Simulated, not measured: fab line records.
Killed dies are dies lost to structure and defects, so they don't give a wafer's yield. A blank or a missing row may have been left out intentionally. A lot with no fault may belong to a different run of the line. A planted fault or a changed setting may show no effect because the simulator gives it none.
fab line records	flow n5-finfet
[record] lots = 7	wafers = 18	last-day = 17
route steps=1938 shown BEOL_M11@1545 PASSIVATION@1936
lots that met no fault: taken from a fault-free run of the same line
start-h: hours from the record's opening day to when the first of the lot's shown wafers began	wait-h: hours since the lot's step before	" same as the row above	L1.1+2: one row covering several wafers at once	- value missing, or start not given	* or withheld: withheld	< > ~ a bound
route shown NAME@n: a module of which the file shows steps, and the number in the route of the first	usual: mean/standard deviation of fault-free wafers	same: alike in all rows	chamber/n: place in a boat	sites: each site's reading	_std_site: how widely they spread, as a standard deviation	_edge_site: the outer-site mean with the inner-site mean subtracted	radius-mm: for every site, how far away it sits from the centre of the wafer	mask NAME#n: copy n	behind: the most recent tool/chamber to have shaped the wafer	hold: what put the lot on hold/how long, in hours/how the hold closed	device: whichever transistor did not switch (one of n, p or np)	end of line: the route-end tests of the same wafers	for a step that has no rows: nothing shown but its recipe	killed: not the wafer's yield, but the dies lost to structure and defects at the first sort	map: the dies of a wafer, with x for killed, . for not killed, _ for no die there
set.NAME: the run value of the setting; set.NAME@STEP: its run value at that earlier step	model.NAME: the simulator's own value behind a step, which no gauge read
a table for each step, a row for each wafer; lots at some steps of the route
services: the hour from which a tool's chamber was out of use, counted from the record's first day as start-h (under 0 if before that day), plus the number of hours and why
[[steps]]
[step N5_BEOL_M11_SOFTBAKE_06]
[recipe] temp-c = 110	time-s = 60	resist = CAR-ArF
[step N5_BEOL_M11_EXPOSE_08]
[recipe] mask-id = M11	na = 1.35	source-shape = dipole	sigma-inner = 0.411	sigma-outer = 0.611	polarization = te	dose-mj = 53.75
[step N5_BEOL_M11_PEB_09]
[recipe] peb-temp-c = withheld	peb-time-s = 60	resist = CAR-ArF
[step N5_BEOL_M11_DEVELOP_10]
[recipe] develop-time-s = 30	developer = TMAH	resist = CAR-ArF	rinse-liquid = diw	dry = air-spin	dev-temp-c = 23
[step N5_BEOL_M11_CD_MEAS_11]
[recipe] target-cd-nm = 64.1	landing-energy-ev = 500	detector = se-inlens	polarity = opening
[usual] cd-nm = 64.0/0.52
[same] landing-energy-ev = 500
lot.wafer	tool	chamber	start-h	wait-h	cd-nm
L147.1	cd-sem-03	0	232.67	-	64.6
L147.3	"	0	"	"	64.2
L147.4	"	0	"	"	64.1
L151.1	cd-sem-01	0	246.60	-	64.9
L151.3	"	0	"	"	64.5
L153.1	cd-sem-01	0	255.61	-	64.7
L153.5	"	0	"	"	64.4
L157.1	cd-sem-02	0	285.18	-	63.5
L157.6	"	0	"	"	64.5
L165.1	cd-sem-01	0	346.44	-	63.9
L165.2	"	0	"	"	63.6
L165.3	"	0	"	"	64.2
L168.2	cd-sem-01	0	349.50	-	64.4
L168.5	"	0	"	"	63.5
L168.6	"	0	"	"	65.0
L169.1	cd-sem-02	0	358.39	-	64.2
L169.2	"	0	"	"	63.7
L169.5	"	0	"	"	63.9
[step N5_BEOL_M11_OVL_MEAS_12]
[recipe] points-per-wafer = 44
[usual] M11_OVL = -0.2/0.85
lot.wafer	tool	chamber	start-h	wait-h	M11_OVL[nm]
L147.1	overlay-02	0	232.70	0.0	-0.4
L147.3	"	0	"	"	-1.6
L147.4	"	0	"	"	-0.3
L151.1	overlay-02	0	246.63	0.0	0.3
L151.3	"	0	"	"	2.1
L153.1	overlay-01	0	255.64	0.0	0.6
L153.5	"	0	"	"	0.1
L157.1	overlay-02	0	285.21	0.0	-0.2
L157.6	"	0	"	"	-0.7
L165.1	overlay-01	0	346.47	0.0	0.3
L165.2	"	0	"	"	0.3
L165.3	"	0	"	"	1.1
L168.2	overlay-01	0	349.53	0.0	-1.1
L168.5	"	0	"	"	-0.9
L168.6	"	0	"	"	-1.1
L169.1	overlay-01	0	358.42	0.0	0.2
L169.2	"	0	"	"	-1.6
L169.5	"	0	"	"	-0.4
[step N5_BEOL_M11_INSPECT_13]
[recipe] mode = adi	inspect-instrument = brightfield
[usual] raw-defect-count = 405/94
lot.wafer	tool	chamber	start-h	wait-h	raw-defect-count
L147.1	defect-inspect-02	-	232.73	0.0	383
L147.3	"	-	"	"	591
L147.4	"	-	"	"	326
L151.1	defect-inspect-01	-	246.66	0.0	487
L151.3	"	-	"	"	450
L153.1	defect-inspect-01	-	255.67	0.0	344
L153.5	"	-	"	"	309
L157.1	defect-inspect-01	-	285.24	0.0	320
L157.6	"	-	"	"	420
L165.1	defect-inspect-01	-	346.50	0.0	449
L165.2	"	-	"	"	481
L165.3	"	-	"	"	340
L168.2	defect-inspect-02	-	349.56	0.0	555
L168.5	"	-	"	"	420
L168.6	"	-	"	"	513
L169.1	defect-inspect-02	-	358.44	0.0	571
L169.2	"	-	"	"	407
L169.5	"	-	"	"	421
[step N5_BEOL_M11_DESCUM_16]
[recipe] chemistry = O2	time-s = 7.9	source-power-w = 50	bias-power-w = 20	pressure-mtorr = 20	rf-frequency-hz = 2.712e+07	temp-c = 40	resist = CAR-ArF	o2-flow-sccm = 225
[usual] drypump-motor-current-A = 5.6/0.44	oes-product-au = 0.82/0.085	rf-fwd-power-W = 49.43/0.24	rf-vpp-V = 242.7/1.3	showerhead-plenum-p-Torr = 2.06/0.063	throttle-valve-pct = 20.20/0.21
lot.wafer	tool	chamber	start-h	wait-h	drypump-motor-current-A	oes-product-au	rf-fwd-power-W	rf-hours-counter-h	rf-vpp-V	showerhead-plenum-p-Torr	throttle-valve-pct
L147.1	rie-diel-03	0	233.45	0.7	6.0	0.67	49.48	256	242.2	2.03	20.12
L147.3	"	2	"	"	5.0	0.92	49.52	22	243.5	2.12	19.98
L147.4	"	2	"	"	5.0	0.93	49.73	-	243.1	2.12	19.98
L151.1	rie-diel-01	1	246.72	0.1	5.8	0.83	49.59	95	242.9	2.02	20.12
L151.3	"	2	"	"	5.2	0.75	48.86	155	240.3	2.02	20.39
L153.1	rie-diel-01	2	255.70	0.0	5.2	0.76	49.12	158	242.3	2.01	20.38
L153.5	"	2	"	"	5.2	0.75	48.97	-	240.2	2.01	20.37
L157.1	rie-diel-03	3	285.27	0.0	5.7	0.98	49.59	1	242.0	2.06	20.29
L157.6	"	2	"	"	5.0	0.86	49.55	-	244.0	2.11	20.01
L165.1	rie-diel-03	2	346.57	0.1	5.0	0.85	49.36	60	243.6	2.10	20.03
L165.2	"	3	"	"	5.7	0.91	49.76	19	240.8	2.05	20.31
L165.3	"	1	"	"	6.3	0.85	49.23	38	243.1	2.13	20.58
L168.2	rie-diel-03	0	349.59	0.0	6.1	0.91	49.51	26	240.9	2.03	19.84
L168.5	"	1	"	"	6.3	0.86	49.16	-	243.2	2.13	20.57
L168.6	"	0	"	"	6.1	0.92	49.68	-	242.3	2.03	19.82
L169.1	rie-diel-04	0	358.51	0.1	5.7	0.89	49.52	31	243.7	2.04	20.34
L169.2	"	2	"	"	6.2	0.81	49.71	106	242.8	2.11	20.02
L169.5	"	1	"	"	5.7	0.71	49.46	-	238.9	1.91	20.32
[step N5_BEOL_M11_ETCH_61]
[recipe] chemistry = CF4	target = SiARC	target-depth-a = 390	mask-material = CAR-ArF	time-s = 65	ion-energy-ev = 80	pressure-mtorr = 40	source-w = 545	bias-w = 36	Ar_flow_sccm = 100	cf4-flow-sccm = 100	ends = cleared
[usual] drypump-motor-current-A = 5.6/0.43	etch-rf-on-time-s = 63.9/1.4	oes-product-au = 0.71/0.072	rf-fwd-power-W = 538.6/2.8	rf-vpp-V = 183.6/1.1	showerhead-plenum-p-Torr = 2.11/0.066	throttle-valve-pct = 15.43/0.19
lot.wafer	tool	chamber	start-h	wait-h	drypump-motor-current-A	etch-rf-on-time-s	oes-product-au	rf-fwd-power-W	rf-hours-counter-h	rf-vpp-V	showerhead-plenum-p-Torr	throttle-valve-pct
L147.1	rie-diel-03	0	233.48	0.0	6.0	64.2	0.57	537.7	256	183.6	2.09	15.51
L147.3	"	2	"	"	5.0	63.1	0.78	537.1	22	184.3	2.18	15.27
L147.4	"	2	"	"	5.0	63.7	0.78	538.6	-	184.2	2.18	15.26
L151.1	rie-diel-01	1	246.76	0.0	5.8	63.8	0.71	539.7	95	183.1	2.08	15.39
L151.3	"	2	"	"	5.2	65.3	0.65	532.1	155	184.2	2.06	15.57
L153.1	rie-diel-01	2	255.74	0.0	5.2	65.1	0.65	535.3	158	183.2	2.06	15.58
L153.5	"	2	"	"	5.2	65.6	0.65	533.3	-	183.1	2.06	15.60
L157.1	rie-diel-03	3	285.31	0.0	5.7	62.8	0.84	541.2	1	184.0	2.12	15.39
L157.6	"	2	"	"	5.0	63.9	0.75	540.6	-	183.0	2.17	15.31
L165.1	rie-diel-03	2	346.60	0.0	5.0	63.3	0.73	540.9	60	184.2	2.17	15.36
L165.2	"	3	"	"	5.7	63.1	0.78	540.7	19	182.0	2.11	15.45
L165.3	"	1	"	"	6.3	62.4	0.75	539.2	38	184.4	2.18	15.65
L168.2	rie-diel-03	0	349.62	0.0	6.0	61.9	0.79	538.3	26	183.3	2.09	15.08
L168.5	"	1	"	"	6.3	62.4	0.75	540.4	-	185.6	2.18	15.64
L168.6	"	0	"	"	6.0	61.7	0.79	539.7	-	183.8	2.09	15.07
L169.1	rie-diel-04	0	358.55	0.0	5.8	62.2	0.77	541.9	31	183.2	2.09	15.48
L169.2	"	2	"	"	6.2	66.4	0.68	538.0	106	185.7	2.16	15.24
L169.5	"	1	"	"	5.6	65.6	0.61	539.2	-	182.8	1.96	15.49
[step N5_BEOL_M11_ETCH_62]
[recipe] chemistry = N2/H2	target = SOC	target-depth-a = 1100	overetch-a = 220	mask-material = SiARC	temp-c = 40	time-s = 165	ion-energy-ev = 200	pressure-mtorr = 30	source-w = 840	bias-w = 150	n2-flow-sccm = 200	h2-flow-sccm = 200
[usual] drypump-motor-current-A = 5.6/0.43	h2-flow-sccm = 200.0/0.56	n2-flow-sccm = 200.0/0.66	oes-product-au = 0.69/0.065	rf-fwd-power-W = 837.5/2.4	rf-vpp-V = 522.8/2.3	showerhead-plenum-p-Torr = 2.51/0.083	throttle-valve-pct = 17.66/0.2
lot.wafer	tool	chamber	start-h	wait-h	drypump-motor-current-A	h2-flow-sccm	n2-flow-sccm	oes-product-au	rf-fwd-power-W	rf-hours-counter-h	rf-vpp-V	showerhead-plenum-p-Torr	throttle-valve-pct
L147.1	rie-diel-03	0	233.53	0.0	6.1	200.4	200.3	0.57	835.4	256	523.0	2.49	17.62
L147.3	"	2	"	"	5.0	200.5	200.2	0.77	839.9	22	525.5	2.61	17.49
L147.4	"	2	"	"	5.0	200.1	200.2	0.76	838.6	-	524.7	2.61	17.47
L151.1	rie-diel-01	1	246.81	0.0	5.8	199.8	199.8	0.70	836.0	95	523.0	2.47	17.63
L151.3	"	2	"	"	5.2	199.4	200.7	0.65	833.5	155	521.8	2.43	17.73
L153.1	rie-diel-01	2	255.79	0.0	5.2	199.1	199.8	0.64	836.5	158	521.4	2.43	17.74
L153.5	"	2	"	"	5.2	198.8	200.0	0.64	840.3	-	522.6	2.43	17.72
L157.1	rie-diel-03	3	285.36	0.0	5.7	200.4	200.0	0.81	836.8	1	521.7	2.51	17.74
L157.6	"	2	"	"	5.1	200.2	199.3	0.73	839.3	-	524.9	2.60	17.52
L165.1	rie-diel-03	2	346.65	0.0	5.0	199.3	199.2	0.71	834.3	60	524.3	2.59	17.55
L165.2	"	3	"	"	5.7	199.5	199.2	0.76	838.4	19	521.5	2.50	17.75
L165.3	"	1	"	"	6.3	199.7	199.6	0.72	838.4	38	523.9	2.59	17.97
L168.2	rie-diel-03	0	349.67	0.0	6.0	200.2	200.6	0.76	842.9	27	522.1	2.48	17.27
L168.5	"	1	"	"	6.4	200.0	199.7	0.72	838.4	-	523.7	2.59	17.96
L168.6	"	0	"	"	6.0	200.4	200.9	0.76	842.9	-	522.1	2.48	17.27
L169.1	rie-diel-04	0	358.60	0.0	5.8	200.1	200.1	0.74	835.0	31	523.1	2.49	17.84
L169.2	"	2	"	"	6.2	199.3	199.1	0.69	835.6	106	523.1	2.56	17.44
L169.5	"	1	"	"	5.7	199.5	200.5	0.61	835.9	-	517.0	2.31	17.65
[step N5_BEOL_M11_STRIP_68]
[recipe] chemistry = N2/H2	temp-c = 40	n2-flow-sccm = 200	h2-flow-sccm = 200	rf-frequency-hz = 6e+07
[step N5_BEOL_M11_STRIP_67]
[recipe] chemistry = CF4	resist = SiARC	power-w = 300	bias-power-w = 75	pressure-mtorr = 50	cf4-flow-sccm = 150	rf-frequency-hz = 6e+07
[usual] drypump-motor-current-A = 5.6/0.43	oes-product-au = 0.82/0.077	rf-vpp-V = 270.6/1.5	showerhead-plenum-p-Torr = 1.77/0.056	throttle-valve-pct = 13.40/0.19
lot.wafer	tool	chamber	start-h	wait-h	drypump-motor-current-A	oes-product-au	rf-hours-counter-h	rf-vpp-V	showerhead-plenum-p-Torr	throttle-valve-pct
L147.1	rie-diel-03	0	233.68	0.0	6.0	0.67	256	269.2	1.76	13.55
L147.3	"	2	"	"	5.0	0.90	22	274.2	1.84	13.26
L147.4	"	2	"	"	5.0	0.89	-	272.4	1.84	13.25
L151.1	rie-diel-01	1	246.95	0.0	5.8	0.83	95	269.7	1.74	13.33
L151.3	"	2	"	"	5.2	0.77	155	268.7	1.73	13.58
L153.1	rie-diel-01	2	255.93	0.0	5.2	0.76	159	269.8	1.73	13.59
L153.5	"	2	"	"	5.2	0.76	-	271.1	1.73	13.59
L157.1	rie-diel-03	3	285.50	0.0	5.7	0.96	1	269.7	1.78	13.35
L157.6	"	2	"	"	5.0	0.86	-	271.4	1.83	13.32
L165.1	rie-diel-03	2	346.80	0.0	5.0	0.84	60	269.6	1.83	13.36
L165.2	"	3	"	"	5.7	0.89	19	270.4	1.77	13.39
L165.3	"	1	"	"	6.3	0.85	38	271.0	1.82	13.56
L168.2	rie-diel-03	0	349.82	0.0	6.0	0.89	27	270.1	1.75	13.06
L168.5	"	1	"	"	6.3	0.85	-	271.0	1.82	13.58
L168.6	"	0	"	"	6.1	0.91	-	271.3	1.75	13.06
L169.1	rie-diel-04	0	358.74	0.0	5.7	0.87	31	271.1	1.76	13.45
L169.2	"	2	"	"	6.2	0.81	106	272.8	1.80	13.19
L169.5	"	1	"	"	5.7	0.72	-	268.9	1.64	13.50
[step N5_BEOL_M11_HM_OPEN_17]
[recipe] chemistry = Cl2/BCl3	target-depth-a = 200	overetch-a = 60	target = TiN	mask-material = SOC	ion-energy-ev = 150	pressure-mtorr = 10	icp-w = 1000	bias-w = 126	Cl2_flow_sccm = 53.25	bcl3-flow-sccm = 21.75	Ar_flow_sccm = 25
[usual] drypump-motor-current-A = 5.8/0.75	oes-product-au = 0.69/0.09	rf-fwd-power-W = 992/3.7	throttle-valve-pct = 22.08/0.28
lot.wafer	tool	chamber	start-h	wait-h	drypump-motor-current-A	oes-product-au	rf-fwd-power-W	rf-hours-counter-h	throttle-valve-pct	model.SOC_of_BEOL_M11_COAT_59.thk-nm
L147.1	rie-metal-01	1	233.73	0.0	6.5	0.66	983	47	22.35	92.6
L147.3	"	0	"	"	5.1	0.53	995	-	22.51	92.6
L147.4	"	1	"	"	6.5	0.66	985	-	22.33	92
L151.1	rie-metal-03	1	247.00	0.0	6.7	0.66	993	49	22.08	87.4
L151.3	"	0	"	"	5.0	0.55	996	-	21.87	87.8
L153.1	rie-metal-03	0	255.97	0.0	5.1	0.55	993	118	21.87	88.2
L153.5	"	0	"	"	5.0	0.54	989	-	21.87	92
L157.1	rie-metal-03	0	285.54	0.0	5.0	0.82	992	1	21.66	88.6
L157.6	"	0	"	"	5.1	0.82	997	-	21.70	92.6
L165.1	rie-metal-03	0	346.85	0.0	5.1	0.77	993	6	21.71	92.4
L165.2	"	1	"	"	6.8	0.64	993	60	22.12	92.4
L165.3	"	1	"	"	6.8	0.63	999	-	22.11	91.6
L168.2	rie-metal-02	0	349.86	0.0	5.5	0.79	991	10	21.80	91.8
L168.5	"	1	"	"	5.2	0.72	993	-	21.81	92.2
L168.6	"	0	"	"	5.5	0.78	987	-	21.81	91.8
L169.1	rie-metal-03	0	358.78	0.0	5.1	0.77	997	7	21.70	92.4
L169.2	"	1	"	"	6.7	0.65	994	61	22.08	92.2
L169.5	"	0	"	"	5.1	0.77	988	-	21.70	92.2
[step N5_BEOL_M11_STRIP_19]
[recipe] chemistry = O2	power-w = 400	temp-c = 40	pressure-mtorr = 30	rf-frequency-hz = 6e+07	bias-power-w = 0	overash-fraction = 0.2	o2-flow-sccm = 225
[usual] drypump-motor-current-A = 5.6/0.41	oes-product-au = 0.81/0.086	rf-vpp-V = 3.7/0.58	showerhead-plenum-p-Torr = 2.05/0.07	throttle-valve-pct = 16.46/0.18
lot.wafer	tool	chamber	start-h	wait-h	drypump-motor-current-A	oes-product-au	rf-hours-counter-h	rf-vpp-V	showerhead-plenum-p-Torr	throttle-valve-pct
L147.1	rie-diel-01	2	233.94	0.2	5.2	0.75	149	3.0	2.02	16.65
L147.3	"	3	"	"	5.6	0.74	169	3.2	2.17	16.51
L147.4	"	2	"	"	5.2	0.76	-	3.2	2.02	16.66
L151.1	rie-diel-01	0	247.11	0.1	5.0	0.90	25	4.6	2.06	16.32
L151.3	"	1	"	"	5.8	0.83	95	4.0	2.03	16.39
L153.1	rie-diel-01	2	256.08	0.1	5.2	0.75	159	4.4	2.02	16.66
L153.5	"	1	"	"	5.8	0.82	-	4.3	2.03	16.39
L157.1	rie-diel-04	0	285.66	0.1	5.8	0.95	6	4.1	2.05	16.51
L157.6	"	2	"	"	6.2	0.84	-	4.0	2.12	16.23
L165.1	rie-diel-01	3	346.96	0.1	5.6	0.72	205	4.8	2.16	16.57
L165.2	"	2	"	"	5.2	0.74	188	3.8	2.01	16.71
L165.3	"	0	"	"	5.0	0.85	53	4.1	2.05	16.34
L168.2	rie-diel-04	1	349.97	0.1	5.7	0.71	194	2.8	1.92	16.59
L168.5	"	2	"	"	6.2	0.82	-	3.5	2.11	16.28
L168.6	"	0	"	"	5.8	0.90	-	3.1	2.04	16.54
L169.1	rie-diel-04	0	358.91	0.1	5.8	0.88	31	3.7	2.04	16.55
L169.2	"	2	"	"	6.2	0.81	106	3.1	2.11	16.28
L169.5	"	1	"	"	5.7	0.72	-	3.8	1.91	16.59
[step N5_PASSIVATION_PROBE_49]
[usual] defect-limited-yield = 91.2/1.6	killed_at_M0_to_M3 = 34/11	killed_at_M4_up = 14/5.7	killed-at-contacts = 14/6.6	killed-at-front-end = 37/10	killed-at-other = 4/3.2	killed-dies = 104/19	killed-open = 69/13	killed-short = 33/8.7	sort_bin_5_function = 5.1/1	sort_bin_6_memory = 3.3/0.76	sort-n-pass = 1076/19	sort-yield-pct = 91.2/1.6
[same] gross-dies = 1180	killed-at-back-side = 0	sort_bin_4_leakage[%] = 0	sort_bin_8_speed[%] = 0
lot.wafer	tool	chamber	start-h	wait-h	defect-limited-yield[%]	killed_at_M0_to_M3	killed_at_M4_up	killed-at-contacts	killed-at-front-end	killed-at-other	killed-dies	killed-open	killed-short	sort_bin_5_function[%]	sort_bin_6_memory[%]	sort-n-pass	sort-yield-pct[%]
L147.1	prober-02	-	273.78	0.0	89.2	39	11	17	55	6	128	80	48	6.3	4.2	1052	89.2
L147.3	prober-02	-	273.88	0.1	90.0	39	18	16	43	2	118	85	31	5.5	4.2	1062	90.0
L147.4	prober-02	-	273.93	0.2	91.3	40	15	13	32	3	103	68	33	4.9	3.5	1077	91.3
L151.1	prober-02	-	291.53	0.0	93.6	28	5	13	29	1	76	51	25	3.7	2.5	1104	93.6
L151.3	prober-02	-	291.63	0.1	92.6	29	14	19	23	2	87	62	25	4.4	2.5	1093	92.6
L153.1	prober-01	-	297.39	0.0	93.1	27	7	18	26	4	82	61	21	3.6	3.1	1098	93.1
L153.5	prober-01	-	297.59	0.2	91.1	27	12	25	35	6	105	72	33	5.7	3.2	1075	91.1
L157.1	prober-01	-	326.27	0.0	91.0	36	20	9	30	11	106	63	40	4.5	4.3	1074	91.0
L157.6	prober-01	-	326.52	0.3	90.4	37	12	17	41	6	113	71	42	5.4	3.6	1067	90.4
L168.2	prober-02	-	394.98	0.1	91.4	40	19	8	35	0	102	63	33	4.6	3.7	1078	91.4
L168.5	prober-02	-	395.13	0.2	91.4	42	18	15	20	7	102	72	26	5.3	3.1	1078	91.4
L168.6	prober-02	-	395.18	0.3	92.5	30	25	7	19	7	88	61	26	4.4	2.9	1092	92.5
L165.1	prober-01	-	395.73	0.0	91.8	40	8	7	40	2	97	63	33	4.7	3.2	1083	91.8
L165.2	prober-01	-	395.78	0.1	90.7	33	12	14	46	5	110	76	28	5.6	2.9	1070	90.7
L165.3	prober-01	-	395.83	0.1	90.6	48	15	9	36	3	111	79	28	5.3	3.5	1069	90.6
L169.1	prober-02	-	404.19	0.4	87.9	46	9	19	64	5	143	107	36	6.6	4.8	1037	87.9
L169.2	prober-02	-	404.24	0.4	90.1	36	8	7	64	2	117	74	43	5.8	3.8	1063	90.1
L169.5	prober-02	-	404.39	0.6	89.9	40	12	12	53	2	119	74	45	6.1	3.7	1061	89.9
// killed by level:class
L147.1 STI_FIN_REVEAL:geometric-particle:open=15 MOL_CONTACT_COAG:geometric-particle:open=15 FIN_SAQP:geometric-particle:short=12 FIN_SAQP:geometric-particle:open=9 BEOL_M0_SAQP:geometric-particle:open=9 BEOL_M0_SAQP:geometric-particle:short=9 BEOL_M2:geometric-particle:open=7 STI_FIN_REVEAL:geometric-particle:short=4
L147.3 FIN_SAQP:geometric-particle:open=12 MOL_CONTACT_COAG:geometric-particle:open=12 BEOL_M1:geometric-particle:open=9 BEOL_M2:geometric-particle:open=9 BEOL_M0_SAQP:geometric-particle:open=7 STI_FIN_REVEAL:geometric-particle:open=6 DUMMY_GATE:geometric-particle:open=5 GATE_CUT:geometric-particle:short=4
L147.4 MOL_CONTACT_COAG:geometric-particle:open=11 BEOL_M0_SAQP:geometric-particle:short=11 BEOL_M2:geometric-particle:open=10 FIN_SAQP:geometric-particle:short=9 FIN_SAQP:geometric-particle:open=9 BEOL_M4:geometric-particle:open=8 BEOL_M0_SAQP:geometric-particle:open=6 STI_FIN_REVEAL:geometric-particle:open=4
L151.1 STI_FIN_REVEAL:geometric-particle:open=12 MOL_CONTACT_COAG:geometric-particle:open=11 BEOL_M0_SAQP:geometric-particle:open=7 BEOL_M1:geometric-particle:open=6 BEOL_M2:geometric-particle:open=4 BEOL_M1:geometric-particle:short=3 BEOL_M3:geometric-particle:short=3 FIN_SAQP:geometric-particle:short=2
L151.3 MOL_CONTACT_COAG:geometric-particle:open=19 BEOL_M0_SAQP:geometric-particle:short=9 STI_FIN_REVEAL:geometric-particle:open=6 BEOL_M3:geometric-particle:open=6 BEOL_M0:geometric-particle:open=5 FIN_SAQP:geometric-particle:short=4 BEOL_M4:geometric-particle:open=4 FIN_SAQP:geometric-particle:open=3
L153.1 MOL_CONTACT_COAG:geometric-particle:open=16 BEOL_M3:geometric-particle:open=10 STI_FIN_REVEAL:geometric-particle:open=7 FIN_SAQP:geometric-particle:open=6 BEOL_M0_SAQP:geometric-particle:open=3 BEOL_M1:geometric-particle:short=3 BEOL_M1:geometric-particle:open=3 FIN_SAQP:geometric-particle:short=2
L153.5 MOL_CONTACT_COAG:geometric-particle:open=18 STI_FIN_REVEAL:geometric-particle:open=13 BEOL_M1:geometric-particle:open=10 BEOL_M4:geometric-particle:open=8 MOL_CONTACT_COAG:geometric-particle:short=7 BEOL_M3:geometric-particle:open=6 FIN_SAQP:geometric-particle:short=4 FIN_SAQP:geometric-particle:open=3
L157.1 BEOL_M0_SAQP:geometric-particle:short=8 BEOL_M4:geometric-particle:open=8 PAD_METAL:geometric-particle:short=8 MOL_CONTACT_COAG:geometric-particle:open=7 BEOL_M2:geometric-particle:open=7 FIN_SAQP:geometric-particle:open=6 BEOL_M0_SAQP:geometric-particle:open=6 GATE_CUT:geometric-particle:short=5
L157.6 BEOL_M2:geometric-particle:open=13 MOL_CONTACT_COAG:geometric-particle:open=13 FIN_SAQP:geometric-particle:open=9 FIN_SAQP:geometric-particle:short=7 BEOL_M0_SAQP:geometric-particle:short=7 GATE_CUT:geometric-particle:short=6 BEOL_M4:geometric-particle:open=5 BEOL_M4:geometric-particle:short=5
L168.2 BEOL_M2:geometric-particle:open=10 FIN_SAQP:geometric-particle:open=6 MOL_CONTACT_COAG:geometric-particle:open=6 BEOL_M4:geometric-particle:open=6 BEOL_M0:geometric-particle:short=5 BEOL_M4:geometric-particle:short=4 GATE_CUT:geometric-particle:short=4 BEOL_M0_SAQP:geometric-particle:short=4
L168.5 MOL_CONTACT_COAG:geometric-particle:open=15 BEOL_M1:geometric-particle:open=11 BEOL_M4:geometric-particle:open=10 BEOL_M0_SAQP:geometric-particle:short=8 BEOL_M2:geometric-particle:open=7 FIN_SAQP:geometric-particle:open=5 STI_FIN_REVEAL:geometric-particle:open=5 BEOL_M1:geometric-particle:short=5
L168.6 BEOL_M4:geometric-particle:open=12 BEOL_M3:geometric-particle:open=8 STI_FIN_REVEAL:geometric-particle:open=7 MOL_CONTACT_COAG:geometric-particle:open=5 FIN_SAQP:geometric-particle:open=4 BEOL_M0_SAQP:geometric-particle:open=4 BEOL_M0_SAQP:geometric-particle:short=4 BEOL_M1:geometric-particle:open=4
L165.1 FIN_SAQP:geometric-particle:open=13 BEOL_M3:geometric-particle:open=8 FIN_SAQP:geometric-particle:short=7 BEOL_M2:geometric-particle:open=7 MOL_CONTACT_COAG:geometric-particle:open=6 BEOL_M0_SAQP:geometric-particle:open=6 BEOL_M0_SAQP:geometric-particle:short=5 GATE_CUT:geometric-particle:short=4
L165.2 STI_FIN_REVEAL:geometric-particle:open=13 MOL_CONTACT_COAG:geometric-particle:open=12 FIN_SAQP:geometric-particle:open=9 BEOL_M1:geometric-particle:open=9 BEOL_M3:geometric-particle:open=9 HKMG_FIN:area-etch=5 GATE_CUT:geometric-particle:short=4 BEOL_M0_SAQP:geometric-particle:short=4
L165.3 BEOL_M0_SAQP:geometric-particle:open=12 BEOL_M2:geometric-particle:open=10 FIN_SAQP:geometric-particle:open=9 MOL_CONTACT_COAG:geometric-particle:open=8 BEOL_M3:geometric-particle:open=8 BEOL_M7:geometric-particle:open=6 FIN_SAQP:geometric-particle:short=4 BEOL_M1:geometric-particle:open=4
L169.1 STI_FIN_REVEAL:geometric-particle:open=30 MOL_CONTACT_COAG:geometric-particle:open=15 BEOL_M1:geometric-particle:open=12 BEOL_M3:geometric-particle:open=11 FIN_SAQP:geometric-particle:open=10 FIN_SAQP:geometric-particle:short=10 BEOL_M2:geometric-particle:open=8 MOL_CONTACT_COAG:geometric-particle:short=4
L169.2 STI_FIN_REVEAL:geometric-particle:open=22 FIN_SAQP:geometric-particle:short=13 BEOL_M2:geometric-particle:open=8 BEOL_M1:geometric-particle:open=7 FIN_SAQP:geometric-particle:open=6 STI_FIN_REVEAL:geometric-particle:short=6 BEOL_M0_SAQP:geometric-particle:short=6 MOL_CONTACT_COAG:geometric-particle:open=5
L169.5 STI_FIN_REVEAL:geometric-particle:open=14 BEOL_M3:geometric-particle:open=10 FIN_SAQP:geometric-particle:open=9 BEOL_M1:geometric-particle:open=8 MOL_CONTACT_COAG:geometric-particle:open=8 BEOL_M0_SAQP:geometric-particle:open=8 FIN_SAQP:geometric-particle:short=7 STI_FIN_REVEAL:geometric-particle:short=5
[[services]]
tool	chamber	start-h	hours	kind
rie-diel-03	1	213.86	-	clean
rie-diel-03	1	213.86	-	consumable-replace:focus-ring
rie-diel-03	1	213.86	20.2	scheduled-down
rie-diel-03	1	213.86	20.2	vent-cycle
rie-diel-01	1	218.33	2.2	repair
rie-diel-03	0	234.11	-	clean
rie-diel-03	0	234.11	-	consumable-replace:focus-ring
rie-diel-03	0	234.11	26.9	scheduled-down
rie-diel-03	0	234.11	26.9	vent-cycle
rie-diel-04	0	235.68	-	clean
rie-diel-04	0	235.68	-	consumable-replace:focus-ring
rie-diel-04	-	237.68	2.8	pm
rie-diel-01	0	254.85	1.3	repair
rie-diel-03	3	261.00	-	clean
rie-diel-03	3	261.00	-	consumable-replace:focus-ring
rie-diel-03	3	261.00	17.3	scheduled-down
rie-diel-03	3	261.00	17.3	vent-cycle
rie-diel-01	0	269.55	3.6	repair
rie-diel-04	-	288.48	2.1	repair
rie-metal-02	-	298.13	1.4	pm
rie-metal-02	-	303.05	2.8	pm
rie-diel-01	1	305.80	8.6	repair
rie-metal-03	0	319.68	5.5	repair
rie-diel-03	1	336.61	1.6	repair
[[key]]
first-sign none at tools or gauges
[model-effect] step = N5_BEOL_M11_HM_OPEN_17	value = SOC_of_BEOL_M11_COAT_59.thk-nm	without = 92	struck = 88
met-at N5_BEOL_M11_HM_OPEN_17
struck-wafers L151.1,L151.3,L153.1,L157.1
[fault] kind = process-parameter-drift	tool = rie-metal-03	chamber = -	onset-h = 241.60	steps = N5_BEOL_M11_HM_OPEN_17	channel = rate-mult	offset = 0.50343	shape = step	end-h = 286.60	scope = struck-wafers-only
